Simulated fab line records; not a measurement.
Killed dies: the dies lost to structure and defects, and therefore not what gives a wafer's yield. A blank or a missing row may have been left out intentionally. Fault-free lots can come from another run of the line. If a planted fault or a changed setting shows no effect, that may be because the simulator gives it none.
fab line records	flow n5_finfet
record lots=6	wafers=18	last_day=22
route steps=1938 shown BEOL_M10@1531 BEOL_M11@1536
lots that met no fault: taken from a fault-free run of the same line
start_h: start of the lot's first displayed wafer, in hours after the record's first day	wait_h: hours from the lot's prior step to this one	" as in the row above	L1.1+2: one row covering several wafers at once	- either no value or no given start	* or withheld: withheld	< > ~ a bound
route shown NAME@n: names a module that has steps shown in the file, with the first one's number in the route	usual: mean and standard deviation over wafers with no fault	same: alike in all rows	chamber/n: place in a boat	sites: each site's reading	_std_site: the standard deviation of these	_edge_site: outer sites' mean less inner sites'	radius_mm: how far each site lies from the wafer's centre	mask NAME#n: copy n	behind: the last tool/chamber to shape the wafer	hold: what put the lot on hold/how long, in hours/how the hold closed	device: which transistor (n, p or np) failed to switch	end of line: tests run on the same wafers once the route is complete	where a step has no rows: the recipe by itself	killed: dies that structure and defects cost at the first sort, which is not the same as the wafer's yield	map: a wafer's dies, x killed, . not, _ none there
set.NAME: the setting as run; set.NAME@STEP: as run at that earlier step	model.NAME: the simulator's own value behind a step, which no gauge read
lots at some steps of the route; a table a step, a row a wafer
services: when a tool's chamber went out of use (start_h, in hours from the record's first day, below 0 if earlier), for how many hours, and the reason
## steps
# step N5_BEOL_M10_THK_MEAS_53
# recipe thk_meas_gauge=xrf	reads=Cu_of_BEOL_M10_ECD_50
# usual M10_THK=137.4/2.4
lot.wafer	tool	chamber	start_h	wait_h	M10_THK[nm]
L448.1	film_metro-01	-	269.51	-	135.2
L448.3	"	-	"	"	139.3
L448.6	"	-	"	"	134.2
L451.1	film_metro-01	-	300.56	-	142.1
L451.2	"	-	"	"	141.3
L451.3	"	-	"	"	135.9
L452.2	film_metro-01	-	302.55	-	134.2
L452.5	"	-	"	"	137.3
L452.6	"	-	"	"	138.6
L453.1	film_metro-01	-	313.45	-	132.0
L453.2	"	-	"	"	135.6
L453.6	"	-	"	"	134.0
L455.2	film_metro-01	-	464.55	-	140.7
L455.4	"	-	"	"	136.4
L455.5	"	-	"	"	138.2
L469.1	film_metro-01	-	465.51	-	133.4
L469.2	"	-	"	"	137.1
L469.5	"	-	"	"	134.8
# step N5_BEOL_M10_PRE_CLEAN_55
# recipe gas=NH3	time_s=15	temp_c=withheld	rf_power_w=300
# step N5_BEOL_M10_DEP_56
# recipe material=SiCN	target_thk_a=150	temp_c=withheld	precursor=3MS/NH3	pressure_torr=3	rf_w=202	time_s=26.5
# usual showerhead_plenum_p_Torr=3.661/0.012	throttle_valve_pct=9.1/0.45
lot.wafer	tool	chamber	start_h	wait_h	showerhead_plenum_p_Torr	throttle_valve_pct
L448.1	pecvd-03	2	269.57	0.0	3.653	8.6
L448.3	"	0	"	"	3.669	9.0
L448.6	"	2	"	"	3.666	8.4
L451.1	pecvd-03	0	300.62	0.0	3.679	9.2
L451.2	"	2	"	"	3.650	8.5
L451.3	"	1	"	"	3.634	9.4
L452.2	pecvd-03	1	302.61	0.0	3.646	9.4
L452.5	"	0	"	"	3.669	9.3
L452.6	"	2	"	"	3.664	8.4
L453.1	pecvd-03	2	313.51	0.0	3.654	8.5
L453.2	"	0	"	"	3.667	9.4
L453.6	"	1	"	"	3.639	9.5
L455.2	pecvd-01	0	464.61	0.0	3.653	9.8
L455.4	"	0	"	"	3.660	9.8
L455.5	"	2	"	"	3.669	8.5
L469.1	pecvd-03	0	465.57	0.0	3.673	9.4
L469.2	"	2	"	"	3.661	8.6
L469.5	"	1	"	"	3.642	9.3
# step N5_BEOL_M10_RS_MEAS_57
# recipe thk_meas_gauge=four-point-probe	reads=Cu_of_BEOL_M10_ECD_50+Co_of_BEOL_M10_CVD_75+TaN_of_BEOL_M10_ALD_74
# usual M10_RS=0.1515/0.0028
lot.wafer	tool	chamber	start_h	wait_h	M10_RS[ohm/sq]
L448.1	film_metro-02	-	269.64	0.1	0.1549
L448.3	"	-	"	"	0.1501
L448.6	"	-	"	"	0.1557
L451.1	film_metro-02	-	300.69	0.1	0.1463
L451.2	"	-	"	"	0.1477
L451.3	"	-	"	"	0.1532
L452.2	film_metro-02	-	302.68	0.1	0.1550
L452.5	"	-	"	"	0.1507
L452.6	"	-	"	"	0.1498
L453.1	film_metro-02	-	313.58	0.1	0.1570
L453.2	"	-	"	"	0.1527
L453.6	"	-	"	"	0.1549
L455.2	film_metro-01	-	464.69	0.1	0.1468
L455.4	"	-	"	"	0.1522
L455.5	"	-	"	"	0.1501
L469.1	film_metro-01	-	465.64	0.1	0.1565
L469.2	"	-	"	"	0.1519
L469.5	"	-	"	"	0.1547
# step N5_BEOL_M10_INSPECT_58
# recipe inspect_instrument=darkfield	mode=post_dep
# usual raw_defect_count=75/24
lot.wafer	tool	chamber	start_h	wait_h	raw_defect_count
L448.1	defect_inspect-01	-	269.67	0.0	48
L448.3	"	-	"	"	35
L448.6	"	-	"	"	36
L451.1	defect_inspect-01	-	300.72	0.0	93
L451.2	"	-	"	"	73
L451.3	"	-	"	"	98
L452.2	defect_inspect-02	-	302.71	0.0	73
L452.5	"	-	"	"	61
L452.6	"	-	"	"	50
L453.1	defect_inspect-02	-	313.61	0.0	34
L453.2	"	-	"	"	60
L453.6	"	-	"	"	50
L455.2	defect_inspect-01	-	464.71	0.0	91
L455.4	"	-	"	"	77
L455.5	"	-	"	"	107
L469.1	defect_inspect-01	-	465.67	0.0	67
L469.2	"	-	"	"	76
L469.5	"	-	"	"	41
# step N5_BEOL_M11_ILD_DEP_00
# recipe material=SiCOH_lowk	target_thk_a=3085.1	temp_c=300	precursor=DEMS/porogen	pressure_torr=5	rf_w=500	time_s=58
# step N5_BEOL_M11_CURE_71
# recipe temp_c=385	time_s=240	ambient=He/Ar	material=SiCOH_lowk
# usual lamp_power_pct=52.31/0.057	wafer_temp_C_max=386.8/0.63
lot.wafer	tool	chamber	start_h	wait_h	lamp_power_pct	wafer_temp_C_max
L448.1	uv_cure-01	2	269.78	0.0	52.31	386.7
L448.3	"	2	"	"	52.33	386.9
L448.6	"	2	"	"	52.36	386.9
L451.1	uv_cure-03	2	300.86	0.1	52.28	386.5
L451.2	"	2	"	"	52.33	385.9
L451.3	"	2	"	"	52.40	386.4
L452.2	uv_cure-01	0	302.90	0.1	52.33	387.6
L452.5	"	0	"	"	52.28	387.8
L452.6	"	0	"	"	52.25	386.9
L453.1	uv_cure-02	0	313.73	0.0	52.41	385.8
L453.2	"	0	"	"	52.22	386.5
L453.6	"	0	"	"	52.38	385.7
L455.2	uv_cure-03	2	464.91	0.1	52.37	386.4
L455.4	"	2	"	"	52.27	386.7
L455.5	"	2	"	"	52.31	386.8
L469.1	uv_cure-03	1	465.78	0.0	52.28	387.2
L469.2	"	1	"	"	52.38	386.6
L469.5	"	1	"	"	52.21	386.7
# step N5_BEOL_M11_THK_MEAS_01
# recipe reads=SiCOH_lowk_of_BEOL_M11_ILD_DEP_00
# usual M11_ILD_THK=267.8/2.9
lot.wafer	tool	chamber	start_h	wait_h	M11_ILD_THK[nm]
L448.1	film_metro-01	-	270.30	0.4	269.2
L448.3	"	-	"	"	265.7
L448.6	"	-	"	"	273.8
L451.1	film_metro-01	-	301.37	0.4	267.4
L451.2	"	-	"	"	265.6
L451.3	"	-	"	"	267.9
L452.2	film_metro-02	-	303.34	0.4	264.1
L452.5	"	-	"	"	264.0
L452.6	"	-	"	"	266.3
L453.1	film_metro-01	-	314.24	0.4	262.6
L453.2	"	-	"	"	266.1
L453.6	"	-	"	"	267.5
L455.2	film_metro-02	-	465.34	0.4	268.8
L455.4	"	-	"	"	271.8
L455.5	"	-	"	"	269.1
L469.1	film_metro-01	-	466.29	0.4	266.3
L469.2	"	-	"	"	265.8
L469.5	"	-	"	"	267.0
# step N5_BEOL_M11_PECVD_70
# recipe material=SiO2	target_thk_a=200	temp_c=400	precursor=TEOS/O2	pressure_torr=5.5	rf_w=450	teos_flow_sccm=53.8	gas=O2	flow_sccm=3000	time_s=22.7
# step N5_BEOL_M11_HM_DEP_02
# recipe material=TiN	target_thk_a=200	temp_c=25	chamber_pressure_pa=0.49996
# usual throttle_valve_pct=29.4/1
lot.wafer	tool	chamber	start_h	wait_h	throttle_valve_pct
L448.1	pvd_sputter-02	-	271.30	0.9	28.5
L448.3	"	-	"	"	28.8
L448.6	"	-	"	"	28.5
L451.1	pvd_sputter-01	-	301.47	0.0	31.3
L451.2	"	-	"	"	28.6
L451.3	"	-	"	"	30.0
L452.2	pvd_sputter-01	-	303.64	0.2	31.5
L452.5	"	-	"	"	29.5
L452.6	"	-	"	"	31.4
L453.1	pvd_sputter-02	-	314.47	0.2	30.3
L453.2	"	-	"	"	31.0
L453.6	"	-	"	"	28.5
L455.2	pvd_sputter-01	-	466.31	0.9	29.5
L455.4	"	-	"	"	30.0
L455.5	"	-	"	"	28.4
L469.1	pvd_sputter-03	-	466.58	0.2	28.6
L469.2	"	-	"	"	29.3
L469.5	"	-	"	"	29.5
# step N5_BEOL_M11_COAT_59
# recipe resist=SOC	temp_c=250	time_s=60	spin_rpm=1500	resist_thk_nm=100
# step N5_BEOL_M11_COAT_60
# recipe resist=SiARC	temp_c=220	time_s=60	spin_rpm=1500	resist_thk_nm=30
# step N5_BEOL_M11_COAT_05
# recipe resist=CAR-ArF	spin_rpm=1500	resist_thk_nm=90
# usual chill_plate_temp_C=23.01/0.1	spin_speed_rpm=1499.9/1.1
lot.wafer	tool	chamber	start_h	wait_h	chill_plate_temp_C	spin_speed_rpm	model.CAR-ArF_of_BEOL_M11_COAT_05.thk_nm
L448.1	litho_track-03	0	271.43	-	23.07	1499.8	89.8
L448.3	"	0	"	"	23.09	1500.6	89.8
L448.6	"	0	"	"	22.81	1499.8	89.8
L451.1	litho_track-03	0	301.60	-	22.82	1502.0	90.4
L451.2	"	0	"	"	22.96	1501.1	90.2
L451.3	"	0	"	"	22.86	1499.9	90.2
L452.2	litho_track-03	0	303.77	-	22.83	1318.5	95.6
L452.5	"	0	"	"	22.98	1317.7	95.6
L452.6	"	0	"	"	22.99	1317.5	95.6
L453.1	litho_track-03	0	314.60	-	23.19	1320.2	96.2
L453.2	"	0	"	"	22.95	1318.7	96.2
L453.6	"	0	"	"	23.22	1319.5	95.8
L455.2	litho_track-01	0	466.44	-	22.87	1499.9	90
L455.4	"	0	"	"	22.94	1500.2	89.8
L455.5	"	0	"	"	22.95	1500.3	90
L469.1	litho_track-03	0	466.72	-	23.05	1500.3	89.8
L469.2	"	0	"	"	22.98	1499.4	90
L469.5	"	0	"	"	22.91	1500.5	89.8
# step N5_BEOL_M11_EBR_07
# recipe solvent=PGMEA	ebr_width_mm=1.5
# step N5_BEOL_M11_SOFTBAKE_06
# recipe temp_c=110	time_s=60	resist=CAR-ArF
# step N5_BEOL_M11_EXPOSE_08
# recipe mask_id=M11	na=1.35	source_shape=dipole	sigma_inner=0.411	sigma_outer=0.611	polarization=te	dose_mj=53.75
# step N5_BEOL_M11_PEB_09
# recipe peb_temp_c=withheld	peb_time_s=60	resist=CAR-ArF
# step N5_BEOL_M11_DEVELOP_10
# recipe develop_time_s=30	developer=TMAH	resist=CAR-ArF	rinse_liquid=diw	dry=air_spin	dev_temp_c=23
# step N5_BEOL_M11_CD_MEAS_11
# recipe target_cd_nm=64.1	landing_energy_ev=500	detector=se_inlens	polarity=opening
# usual cd_nm=63.9/0.44
lot.wafer	tool	chamber	start_h	wait_h	cd_nm
L448.1	cd_sem-03	0	271.80	-	64.4
L448.3	"	0	"	"	64.2
L448.6	"	0	"	"	64.2
L451.1	cd_sem-01	0	301.97	-	63.5
L451.2	"	0	"	"	63.6
L451.3	"	0	"	"	63.5
L452.2	cd_sem-02	0	304.01	-	63.3
L452.5	"	0	"	"	63.7
L452.6	"	0	"	"	63.4
L453.1	cd_sem-03	0	314.96	-	63.8
L453.2	"	0	"	"	64.0
L453.6	"	0	"	"	64.9
L455.2	cd_sem-02	0	466.80	-	64.5
L455.4	"	0	"	"	63.8
L455.5	"	0	"	"	64.6
L469.1	cd_sem-01	0	467.08	-	63.9
L469.2	"	0	"	"	64.2
L469.5	"	0	"	"	63.5
# step N5_BEOL_M11_OVL_MEAS_12
# recipe points_per_wafer=44
# usual M11_OVL=0.3/0.68
lot.wafer	tool	chamber	start_h	wait_h	M11_OVL[nm]
L448.1	overlay-01	0	271.83	0.0	1.2
L448.3	"	0	"	"	0.8
L448.6	"	0	"	"	0.4
L451.1	overlay-02	0	302.00	0.0	-0.4
L451.2	"	0	"	"	-0.1
L451.3	"	0	"	"	-0.6
L452.2	overlay-02	0	304.04	0.0	0.7
L452.5	"	0	"	"	1.1
L452.6	"	0	"	"	-0.2
L453.1	overlay-01	0	314.99	0.0	0.3
L453.2	"	0	"	"	-0.9
L453.6	"	0	"	"	-0.4
L455.2	overlay-01	0	466.83	0.0	-0.3
L455.4	"	0	"	"	1.2
L455.5	"	0	"	"	0.0
L469.1	overlay-01	0	467.11	0.0	-1.1
L469.2	"	0	"	"	0.8
L469.5	"	0	"	"	-1.3
# step N5_BEOL_M11_INSPECT_13
# recipe mode=adi	inspect_instrument=brightfield
# usual raw_defect_count=394/84
lot.wafer	tool	chamber	start_h	wait_h	raw_defect_count
L448.1	defect_inspect-02	-	271.85	0.0	259
L448.3	"	-	"	"	437
L448.6	"	-	"	"	286
L451.1	defect_inspect-02	-	302.02	0.0	514
L451.2	"	-	"	"	306
L451.3	"	-	"	"	549
L452.2	defect_inspect-01	-	304.07	0.0	451
L452.5	"	-	"	"	367
L452.6	"	-	"	"	387
L453.1	defect_inspect-02	-	315.01	0.0	399
L453.2	"	-	"	"	353
L453.6	"	-	"	"	467
L455.2	defect_inspect-02	-	466.86	0.0	411
L455.4	"	-	"	"	356
L455.5	"	-	"	"	335
L469.1	defect_inspect-02	-	467.13	0.0	505
L469.2	"	-	"	"	475
L469.5	"	-	"	"	438
# step N5_BEOL_M11_DESCUM_16
# recipe chemistry=O2	time_s=7.9	source_power_w=50	bias_power_w=20	pressure_mtorr=20	rf_frequency_hz=2.712e+07	temp_c=40	resist=CAR-ArF	o2_flow_sccm=225
# usual drypump_motor_current_A=5.8/0.36	oes_product_au=0.81/0.068	rf_vpp_V=243.4/1.3	showerhead_plenum_p_Torr=2.11/0.071	throttle_valve_pct=20.40/0.22
lot.wafer	tool	chamber	start_h	wait_h	drypump_motor_current_A	oes_product_au	rf_hours_counter_h	rf_vpp_V	showerhead_plenum_p_Torr	throttle_valve_pct
L448.1	rie_diel-01	1	271.89	0.0	5.6	0.96	7	244.6	2.23	20.36
L448.3	"	3	"	"	6.1	0.86	56	244.6	2.13	20.33
L448.6	"	1	"	"	5.6	0.95	-	245.8	2.23	20.37
L451.1	rie_diel-03	0	302.05	0.0	6.0	0.83	72	243.7	2.05	20.66
L451.2	"	2	"	"	5.9	0.79	86	243.9	2.11	20.40
L451.3	"	3	"	"	6.1	0.78	129	241.0	2.01	20.25
L452.2	rie_diel-01	1	304.10	0.0	5.6	0.92	14	243.5	2.23	20.37
L452.5	"	3	"	"	6.1	0.84	-	243.9	2.13	20.35
L452.6	"	2	"	"	5.7	0.78	-	243.2	2.11	20.68
L453.1	rie_diel-06	2	315.15	0.1	5.5	0.77	142	244.0	2.10	20.41
L453.2	"	0	"	"	6.5	0.75	180	244.8	2.18	20.46
L453.6	"	0	"	"	6.5	0.74	-	243.7	2.18	20.47
L455.2	rie_diel-03	3	466.89	0.0	6.2	0.74	175	241.5	1.99	20.30
L455.4	"	1	"	"	5.2	0.89	35	243.1	2.13	19.94
L455.5	"	1	"	"	5.2	0.89	-	244.3	2.13	19.96
L469.1	rie_diel-03	3	467.17	0.0	6.2	0.74	175	240.0	1.99	20.31
L469.2	"	2	"	"	5.9	0.75	128	242.8	2.10	20.46
L469.5	"	2	"	"	5.9	0.76	-	243.3	2.10	20.47
# step N5_BEOL_M11_ETCH_61
# recipe chemistry=CF4	target=SiARC	target_depth_a=390	mask_material=CAR-ArF	time_s=65	ion_energy_ev=80	pressure_mtorr=40	source_w=545	bias_w=36	Ar_flow_sccm=100	cf4_flow_sccm=100	ends=cleared
# usual drypump_motor_current_A=5.8/0.37	etch_rf_on_time_s=64.9/0.87	oes_product_au=0.69/0.057	rf_vpp_V=184.1/1.2	showerhead_plenum_p_Torr=2.15/0.067	throttle_valve_pct=15.57/0.21
lot.wafer	tool	chamber	start_h	wait_h	drypump_motor_current_A	etch_rf_on_time_s	oes_product_au	rf_hours_counter_h	rf_vpp_V	showerhead_plenum_p_Torr	throttle_valve_pct	model.CAR-ArF_of_BEOL_M11_COAT_05.thk_nm
L448.1	rie_diel-01	1	271.92	0.0	5.6	65.4	0.81	7	184.8	2.27	15.45	55
L448.3	"	3	"	"	6.1	63.6	0.74	56	184.1	2.17	15.45	55.2
L448.6	"	1	"	"	5.6	65.4	0.82	-	185.3	2.27	15.47	55.2
L451.1	rie_diel-03	0	302.09	0.0	6.0	65.3	0.70	72	182.7	2.09	15.72	55.8
L451.2	"	2	"	"	5.9	64.1	0.68	86	183.5	2.17	15.58	55.6
L451.3	"	3	"	"	6.2	65.3	0.66	129	183.4	2.06	15.49	55.6
L452.2	rie_diel-01	1	304.14	0.0	5.6	65.0	0.79	14	185.5	2.27	15.46	61
L452.5	"	3	"	"	6.1	63.5	0.73	-	185.5	2.17	15.46	61
L452.6	"	2	"	"	5.7	66.2	0.67	-	182.5	2.16	15.86	61
L453.1	rie_diel-06	2	315.19	0.0	5.5	64.1	0.67	142	184.6	2.15	15.59	61.4
L453.2	"	0	"	"	6.5	66.0	0.64	180	183.8	2.21	15.64	61.4
L453.6	"	0	"	"	6.5	65.8	0.63	-	184.4	2.21	15.64	61.2
L455.2	rie_diel-03	3	466.93	0.0	6.2	66.1	0.63	175	183.2	2.05	15.58	55.6
L455.4	"	1	"	"	5.2	65.7	0.76	35	184.5	2.18	15.18	55.2
L455.5	"	1	"	"	5.2	66.3	0.76	-	184.4	2.18	15.15	55.6
L469.1	rie_diel-03	3	467.20	0.0	6.1	65.7	0.63	175	182.9	2.05	15.58	55.2
L469.2	"	2	"	"	5.9	64.6	0.65	128	184.1	2.15	15.67	55.4
L469.5	"	2	"	"	5.9	64.1	0.65	-	184.5	2.15	15.68	55.2
# step N5_BEOL_M11_ETCH_62
# recipe chemistry=N2/H2	target=SOC	target_depth_a=1100	overetch_a=220	mask_material=SiARC	temp_c=40	time_s=165	ion_energy_ev=200	pressure_mtorr=30	source_w=840	bias_w=150	n2_flow_sccm=200	h2_flow_sccm=200
# usual drypump_motor_current_A=5.8/0.36	oes_product_au=0.69/0.054	rf_vpp_V=524.4/2.5	showerhead_plenum_p_Torr=2.56/0.087	throttle_valve_pct=17.80/0.21
lot.wafer	tool	chamber	start_h	wait_h	drypump_motor_current_A	oes_product_au	rf_hours_counter_h	rf_vpp_V	showerhead_plenum_p_Torr	throttle_valve_pct
L448.1	rie_diel-01	1	271.97	0.0	5.6	0.80	7	528.8	2.72	17.83
L448.3	"	3	"	"	6.1	0.72	56	527.3	2.59	17.68
L448.6	"	1	"	"	5.6	0.79	-	529.0	2.72	17.84
L451.1	rie_diel-03	0	302.14	0.0	6.0	0.71	73	523.0	2.47	17.93
L451.2	"	2	"	"	5.9	0.68	86	525.2	2.57	17.87
L451.3	"	3	"	"	6.2	0.67	129	521.9	2.44	17.61
L452.2	rie_diel-01	1	304.19	0.0	5.6	0.79	14	528.4	2.71	17.81
L452.5	"	3	"	"	6.1	0.72	-	525.6	2.59	17.72
L452.6	"	2	"	"	5.7	0.66	-	525.5	2.56	18.10
L453.1	rie_diel-06	2	315.24	0.0	5.5	0.65	142	525.3	2.55	17.73
L453.2	"	0	"	"	6.5	0.63	180	526.8	2.63	17.91
L453.6	"	0	"	"	6.5	0.64	-	525.4	2.63	17.89
L455.2	rie_diel-03	3	466.98	0.0	6.2	0.63	175	521.4	2.42	17.67
L455.4	"	1	"	"	5.2	0.76	35	524.6	2.59	17.38
L455.5	"	1	"	"	5.2	0.75	-	525.9	2.59	17.39
L469.1	rie_diel-03	3	467.25	0.0	6.1	0.63	175	520.7	2.42	17.70
L469.2	"	2	"	"	5.9	0.64	128	524.3	2.56	17.93
L469.5	"	2	"	"	5.9	0.64	-	524.6	2.56	17.93
## services
tool	chamber	start_h	hours	kind
rie_diel-01	2	254.21	11.8	repair
uv_cure-01	-	267.57	2.1	pm
rie_diel-06	3	270.58	2.7	repair
pvd_sputter-03	-	273.75	1.9	repair
rie_diel-03	1	291.71	-	clean
rie_diel-03	1	291.71	-	consumable_replace:focus_ring
rie_diel-03	1	291.71	26.1	scheduled_down
uv_cure-02	-	296.76	4.3	pm
uv_cure-02	-	314.21	22.2	pm
uv_cure-03	-	316.55	1.0	pm
rie_diel-01	0	323.77	1.3	repair
pecvd-01	0	331.19	20.5	repair
uv_cure-02	-	336.41	4.5	pm
pecvd-01	-	367.97	1.2	repair
pvd_sputter-03	-	368.86	6.0	repair
pecvd-01	-	402.06	1.0	repair
uv_cure-03	-	410.41	0.9	repair
uv_cure-03	-	422.91	14.6	pm
rie_diel-01	-	424.75	0.6	repair
pecvd-01	-	432.73	5.5	pm
pvd_sputter-01	-	437.04	27.5	repair
uv_cure-01	-	438.49	7.5	pm
uv_cure-03	-	441.72	2.6	repair
uv_cure-02	-	454.95	1.8	repair
## key
first_sign step=N5_BEOL_M11_COAT_05	reading=spin_speed_rpm	direction=down	sigmas=99+	usual=*	struck=*
effect none on later readings
model_effect step=N5_BEOL_M11_COAT_05	value=CAR-ArF_of_BEOL_M11_COAT_05.thk_nm	without=89.83	struck=95.83
model_effect step=N5_BEOL_M11_ETCH_61	value=CAR-ArF_of_BEOL_M11_COAT_05.thk_nm	without=55.23	struck=61.17
met_at N5_BEOL_M11_COAT_05
struck_wafers L452.2,L452.5,L452.6,L453.1,L453.2,L453.6
onset_between 301.60 303.77
fault kind=process_parameter_drift	tool=litho_track-03	chamber=-	onset_h=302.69	steps=N5_BEOL_M11_COAT_05	channel=spin_rpm	offset=*	shape=step	end_h=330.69	acts_in=*	stated=*
